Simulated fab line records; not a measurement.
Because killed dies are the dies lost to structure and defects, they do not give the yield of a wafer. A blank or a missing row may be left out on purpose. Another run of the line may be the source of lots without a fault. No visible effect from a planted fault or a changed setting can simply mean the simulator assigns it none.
Shared-tool check | flow nandHarc | Lots sampled 12, wafers sampled 42

## REASON IT WAS OPENED
On 2 of the 12 lots, a flag is raised at NHARC_A_M0_INSPECT_11 on the reading rawDefectCount. Fault-free wafers read 82, with a standard deviation of 40.
Rule: flag the lot when none of its wafers has a number, or when each of its wafers that has one lies beyond 4 standard deviations from that mean. The rest of the lots are taken to be sound.

lot  | measured     | on               | rawDefectCount, wafer by wafer | flag
L757 | day 22 04:37 | defectInspect-01 | 57 68 72                       | 
L758 | day 23 00:25 | defectInspect-02 | 110 126 86                     | 
L759 | day 23 06:50 | defectInspect-01 | 96 88 97                       | 
L761 | day 24 02:08 | defectInspect-01 | 108 113 103                    | 
L762 | day 24 18:34 | defectInspect-01 | 172 177 143                    | 
L767 | day 27 16:38 | defectInspect-01 | 451 403 473 452 405 478        | FLAGGED
L772 | day 28 19:11 | defectInspect-02 | 114 113 124                    | 
L771 | day 29 02:47 | defectInspect-02 | 460 502 420 453 500 435        | FLAGGED
L775 | day 30 17:19 | defectInspect-02 | 56 67 61                       | 
L778 | day 31 02:52 | defectInspect-01 | 42 44 44                       | 
L780 | day 31 18:53 | defectInspect-02 | 151 133 129                    | 
L779 | day 31 20:43 | defectInspect-01 | 24 17 15                       | 
Average over the flagged lots: 453; offset from the usual +371, equal to +9 standard deviations.

## TOOL THAT RAN EACH LOT
The record holds 2 process steps before the reading, out of a route of 1302 steps. Every cell lists first the tool, next ch and the chambers used by the sampled wafers, and last the start.
lot  | flag    | NHARC_A_BLC_STRIP_29              | NHARC_A_M0_DEP_00
L757 |         | rieDiel-01 ch 0,2,3, day 22 01:41 | pecvd-02 ch 1,2, day 22 03:39
L758 |         | rieDiel-04 ch 0,1,2, day 22 21:29 | pecvd-03 ch 1,2, day 22 23:27
L759 |         | rieDiel-04 ch 2,3, day 23 03:52   | pecvd-02 ch 0,1,2, day 23 05:55
L761 |         | rieDiel-10 ch 0,1, day 23 23:13   | pecvd-02 ch 1,2, day 24 01:14
L762 |         | rieDiel-04 ch 2,3, day 24 15:11   | pecvd-03 ch 0,1,2, day 24 17:35
L767 | FLAGGED | rieDiel-10 ch 0,1,3, day 27 13:50 | pecvd-02 ch 0,1, day 27 15:49
L772 |         | rieDiel-04 ch 0,1,2, day 28 16:20 | pecvd-04 ch 0,1, day 28 18:20
L771 | FLAGGED | rieDiel-04 ch 1,2,3, day 28 23:59 | pecvd-02 ch 0,1,2, day 29 02:06
L775 |         | rieDiel-10 ch 0,1,2, day 30 14:30 | pecvd-04 ch 0,1,2, day 30 16:29
L778 |         | rieDiel-04 ch 1,2,3, day 30 23:47 | pecvd-04 ch 1,2, day 31 01:53
L780 |         | rieDiel-10 ch 0,3, day 31 15:55   | pecvd-02 ch 0,2, day 31 17:59
L779 |         | rieDiel-10 ch 0,3, day 31 17:45   | pecvd-04 ch 0,1, day 31 19:46
What is done by these steps:
- NHARC_A_BLC_STRIP_29: strips in CF4.
- NHARC_A_M0_DEP_00: deposits SiOC, target thk 150 nm.
- NHARC_A_M0_INSPECT_11

## FLAGGED OVER TOTAL, TOOL BY TOOL (the gauges that took the reading come last)
step                  | tool             | lots run | flagged | share of the flagged lots | sound lots run after its first flagged lot
NHARC_A_BLC_STRIP_29  | rieDiel-01       | 1        | 0       | none                      | -
NHARC_A_BLC_STRIP_29  | rieDiel-04       | 6        | 1       | some                      | 1 (L778)
NHARC_A_BLC_STRIP_29  | rieDiel-10       | 5        | 1       | some                      | 3 (L775,L780,L779)
NHARC_A_M0_DEP_00     | pecvd-02         | 6        | 2       | all                       | 1 (L780)
NHARC_A_M0_DEP_00     | pecvd-03         | 2        | 0       | none                      | -
NHARC_A_M0_DEP_00     | pecvd-04         | 4        | 0       | none                      | -
NHARC_A_M0_INSPECT_11 | defectInspect-01 | 7        | 1       | some                      | 2 (L778,L779)
NHARC_A_M0_INSPECT_11 | defectInspect-02 | 5        | 1       | some                      | 2 (L775,L780)

## WHAT THE TABLE PERMITS
In the table, 1 row covers all flagged lots: pecvd-02 at NHARC_A_M0_DEP_00.
- pecvd-02 at NHARC_A_M0_DEP_00: 2 of its 6 lots flagged. Sound lots ran on it after the first flagged one (L780), which a lasting fault on the whole tool wouldn't allow.
None of the table's rows ran every flagged lot and, after the first, no sound lot.

## WHAT THE SIMULATOR HAD PUT IN
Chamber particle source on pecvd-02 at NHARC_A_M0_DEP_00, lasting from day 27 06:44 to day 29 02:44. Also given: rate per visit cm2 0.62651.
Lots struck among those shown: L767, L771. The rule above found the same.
